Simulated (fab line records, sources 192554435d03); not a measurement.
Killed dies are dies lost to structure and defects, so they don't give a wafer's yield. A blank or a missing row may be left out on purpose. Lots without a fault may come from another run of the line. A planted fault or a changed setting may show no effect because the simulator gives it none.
Which tool did it? | flow n5_finfet | 24 lots, 72 wafers sampled, at 4 steps of a route of 1938

WHAT THE GAUGES READ, wafer by wafer
N5_MOL_CONTACT_COAG_OVL_MEAS_09.
lot  | measured     | on         | CA_OVL (nm)
L074 | day 4 15:59  | overlay-01 | 0.3 -0.7 0.7
L075 | day 4 22:56  | overlay-01 | -0.1 0.6 0.0
L076 | day 5 04:46  | overlay-01 | 0.3 0.0 0.1
L077 | day 5 09:29  | overlay-01 | 0.6 -0.7 0.7
L078 | day 5 20:12  | overlay-01 | 1.0 1.1 1.4
L079 | day 5 21:08  | overlay-01 | 0.4 -0.3 0.9
L080 | day 6 09:53  | overlay-02 | 1.0 -0.1 0.8
L081 | day 6 12:23  | overlay-02 | -0.3 0.6 0.2
L082 | day 6 18:17  | overlay-01 | 0.1 0.0 0.6
L083 | day 7 01:41  | overlay-01 | 0.7 0.6 0.5
L084 | day 7 09:05  | overlay-02 | 2.0 0.8 0.5
L085 | day 7 11:21  | overlay-01 | 1.9 0.6 -0.7
L086 | day 7 19:14  | overlay-01 | -0.7 0.3 -1.0
L087 | day 8 05:20  | overlay-01 | 0.7 1.5 1.3
L088 | day 8 07:08  | overlay-01 | 0.1 1.2 1.1
L089 | day 8 12:40  | overlay-01 | -0.8 -0.5 0.0
L090 | day 8 23:38  | overlay-02 | 0.4 -0.3 -1.2
L091 | day 9 00:59  | overlay-02 | -0.8 1.1 -1.5
L092 | day 9 10:29  | overlay-01 | 1.2 0.9 1.4
L093 | day 9 13:58  | overlay-02 | -1.6 0.6 -0.1
L094 | day 9 18:54  | overlay-02 | -1.2 0.2 -0.4
L095 | day 10 01:33 | overlay-02 | -0.3 -1.5 0.0
L096 | day 10 08:24 | overlay-01 | -0.7 -0.5 -0.4
L097 | day 10 13:26 | overlay-01 | 0.9 -0.3 -0.3

N5_MOL_CONTACT_COAG_INSPECT_10: inspects for defects (brightfield).
lot  | measured     | on                | raw_defect_count
L074 | day 4 16:02  | defect_inspect-02 | 41 38 42
L075 | day 4 22:59  | defect_inspect-01 | 41 30 44
L076 | day 5 04:50  | defect_inspect-02 | 75 48 76
L077 | day 5 09:32  | defect_inspect-02 | 80 87 69
L078 | day 5 20:15  | defect_inspect-02 | 79 52 48
L079 | day 5 21:11  | defect_inspect-02 | 48 80 56
L080 | day 6 09:56  | defect_inspect-01 | 46 93 70
L081 | day 6 12:27  | defect_inspect-02 | 31 25 37
L082 | day 6 18:21  | defect_inspect-02 | 132 79 47
L083 | day 7 01:44  | defect_inspect-01 | 33 52 54
L084 | day 7 09:08  | defect_inspect-01 | 89 127 94
L085 | day 7 11:25  | defect_inspect-01 | 55 64 109
L086 | day 7 19:17  | defect_inspect-02 | 75 65 83
L087 | day 8 05:23  | defect_inspect-02 | 24 26 38
L088 | day 8 07:11  | defect_inspect-02 | 91 57 97
L089 | day 8 12:44  | defect_inspect-02 | 38 35 72
L090 | day 8 23:41  | defect_inspect-02 | 48 47 38
L091 | day 9 01:02  | defect_inspect-02 | 42 50 87
L092 | day 9 10:32  | defect_inspect-01 | 31 26 42
L093 | day 9 14:01  | defect_inspect-02 | 64 53 63
L094 | day 9 18:57  | defect_inspect-01 | 103 31 104
L095 | day 10 01:37 | defect_inspect-02 | 39 64 28
L096 | day 10 08:27 | defect_inspect-02 | 104 118 170
L097 | day 10 13:29 | defect_inspect-02 | 91 53 61

WHICH TOOL RAN EACH LOT (tool, then ch and the chambers of the sampled wafers, then the start)
lot  | N5_GATE_CUT_VAPOR_ETCH_60        | N5_GATE_CUT_SAC_CAP_01
L074 | rie_metal-03 ch 0,1, day 4 08:26 | ald_sin-03 ch 0,1,3, day 4 08:58
L075 | rie_metal-03 ch 0,1, day 4 14:45 | ald_sin-01 ch 0,1,3, day 4 15:38
L076 | rie_metal-01 ch 0,1, day 4 21:17 | ald_sin-02 ch 1,3, day 4 21:54
L077 | rie_metal-01 ch 0,1, day 5 02:05 | ald_sin-01 ch 1,2, day 5 02:39
L078 | rie_metal-01 ch 0,1, day 5 09:58 | ald_sin-02 ch 0,1,3, day 5 10:25
L079 | rie_metal-02 ch 0,1, day 5 13:59 | ald_sin-02 ch 0,1, day 5 14:23
L080 | rie_metal-01 ch 0,1, day 6 02:09 | ald_sin-02 ch 1,3, day 6 02:40
L081 | rie_metal-01 ch 0,1, day 6 05:07 | ald_sin-01 ch 1,2, day 6 05:31
L082 | rie_metal-01 ch 0,1, day 6 10:07 | ald_sin-02 ch 0,2, day 6 10:29
L083 | rie_metal-02 ch 0,1, day 6 18:22 | ald_sin-01 ch 0,2,3, day 6 18:44
L084 | rie_metal-01 ch 0,1, day 7 01:14 | ald_sin-02 ch 0,1,3, day 7 01:41
L085 | rie_metal-02 ch 0,1, day 7 03:43 | ald_sin-01 ch 1,2, day 7 04:05
L086 | rie_metal-01 ch 0,1, day 7 11:19 | ald_sin-02 ch 0,1, day 7 11:56
L087 | rie_metal-01 ch 0,1, day 7 21:15 | ald_sin-02 ch 1,3, day 7 22:13
L088 | rie_metal-02 ch 0,1, day 7 23:27 | ald_sin-02 ch 0,3, day 8 00:23
L089 | rie_metal-02 ch 0,1, day 8 04:12 | ald_sin-01 ch 0,2, day 8 05:16
L090 | rie_metal-01 ch 0,1, day 8 15:25 | ald_sin-02 ch 0,1,3, day 8 15:47
L091 | rie_metal-03 ch 0,1, day 8 16:25 | ald_sin-03 ch 0,1,2, day 8 17:25
L092 | rie_metal-02 ch 0,1, day 9 02:58 | ald_sin-02 ch 1,2,3, day 9 03:20
L093 | rie_metal-02 ch 0,1, day 9 06:42 | ald_sin-02 ch 0,1,2, day 9 07:04
L094 | rie_metal-03 ch 1, day 9 11:29   | ald_sin-01 ch 1,2, day 9 11:52
L095 | rie_metal-03 ch 0,1, day 9 16:53 | ald_sin-02 ch 0,2,3, day 9 18:06
L096 | rie_metal-02 ch 0,1, day 9 23:51 | ald_sin-01 ch 1,2,3, day 10 00:22
L097 | rie_metal-01 ch 1, day 10 05:35  | ald_sin-01 ch 0,1,3, day 10 06:07
- N5_GATE_CUT_VAPOR_ETCH_60: etches HfO2 in BCl3/Cl2.
- N5_GATE_CUT_SAC_CAP_01: material SiNx, target thk 24 nm, pulse time 1 s, ald cycles 480.

WHAT THE TOOLS THEMSELVES READ (means of the sampled wafers that have a number; where no wafer has one, the mark that the record gives instead)
N5_GATE_CUT_VAPOR_ETCH_60.
lot  | tool         | drypump_motor_current_A (A) | oes_product_au (a.u.)
L074 | rie_metal-03 | 5.9                         | 0.66
L075 | rie_metal-03 | 6.0                         | 0.73
L076 | rie_metal-01 | 6.0                         | 0.65
L077 | rie_metal-01 | 6.0                         | 0.66
L078 | rie_metal-01 | 5.7                         | 0.63
L079 | rie_metal-02 | 5.6                         | 0.76
L080 | rie_metal-01 | 5.6                         | 0.64
L081 | rie_metal-01 | 5.6                         | 0.64
L082 | rie_metal-01 | 5.7                         | 0.63
L083 | rie_metal-02 | 5.4                         | 0.81
L084 | rie_metal-01 | 6.0                         | 0.65
L085 | rie_metal-02 | 5.4                         | 0.80
L086 | rie_metal-01 | 6.0                         | 0.65
L087 | rie_metal-01 | 6.0                         | 0.65
L088 | rie_metal-02 | 5.4                         | 0.80
L089 | rie_metal-02 | 5.6                         | 0.74
L090 | rie_metal-01 | 5.6                         | 0.62
L091 | rie_metal-03 | 6.0                         | 0.82
L092 | rie_metal-02 | 5.4                         | 0.78
L093 | rie_metal-02 | 5.5                         | 0.79
L094 | rie_metal-03 | 5.7                         | 0.93
L095 | rie_metal-03 | 5.9                         | 0.88
L096 | rie_metal-02 | 5.5                         | 0.78
L097 | rie_metal-01 | 6.3                         | 0.65

N5_GATE_CUT_SAC_CAP_01.
lot  | tool       | heater_power_w (W) | precursor_pulse_height_rel
L074 | ald_sin-03 | 830                | 1.007
L075 | ald_sin-01 | 796                | 0.988
L076 | ald_sin-02 | 821                | 0.998
L077 | ald_sin-01 | 811                | 0.999
L078 | ald_sin-02 | 858                | 0.994
L079 | ald_sin-02 | 860                | 0.986
L080 | ald_sin-02 | 822                | 1.017
L081 | ald_sin-01 | 861                | 0.992
L082 | ald_sin-02 | 825                | 0.992
L083 | ald_sin-01 | 835                | 0.997
L084 | ald_sin-02 | 861                | 0.988
L085 | ald_sin-01 | 857                | 0.988
L086 | ald_sin-02 | 856                | 1.008
L087 | ald_sin-02 | 836                | 1.009
L088 | ald_sin-02 | 883                | 1.025
L089 | ald_sin-01 | 904                | 1.004
L090 | ald_sin-02 | 855                | 1.006
L091 | ald_sin-03 | 842                | 0.995
L092 | ald_sin-02 | 813                | 0.995
L093 | ald_sin-02 | 845                | 0.998
L094 | ald_sin-01 | 864                | 0.998
L095 | ald_sin-02 | 845                | 0.984
L096 | ald_sin-01 | 826                | 0.998
L097 | ald_sin-01 | 803                | 0.994

THE ANSWER, worked out from the rows above alone
Rule: what is usual is taken from the lots themselves. Put in order of their means at a reading, lots are off if they are a third of the lots or fewer, leave a main group of 4 or more, and stand apart from it by a gap of 3 or more times the standard deviation of the main group's means; of several such gaps the widest counts. A main group whose means are all the same, to the digits that the tables above print for the reading, isn't used. A lot without any number at a reading at which 4 lots or more have one is off too. The other lots that the step has rows for count as sound. The gauges are gone through in route order, then the tools' own readings, and for those a lot's mean is taken as printed above. The first step at which some lot is off is used, and at that step the reading that is off furthest; a lot without a number counts as furthest.
No lot is off at any reading shown: from this, nothing can be told.

WHAT THE SIMULATOR HAD PUT IN
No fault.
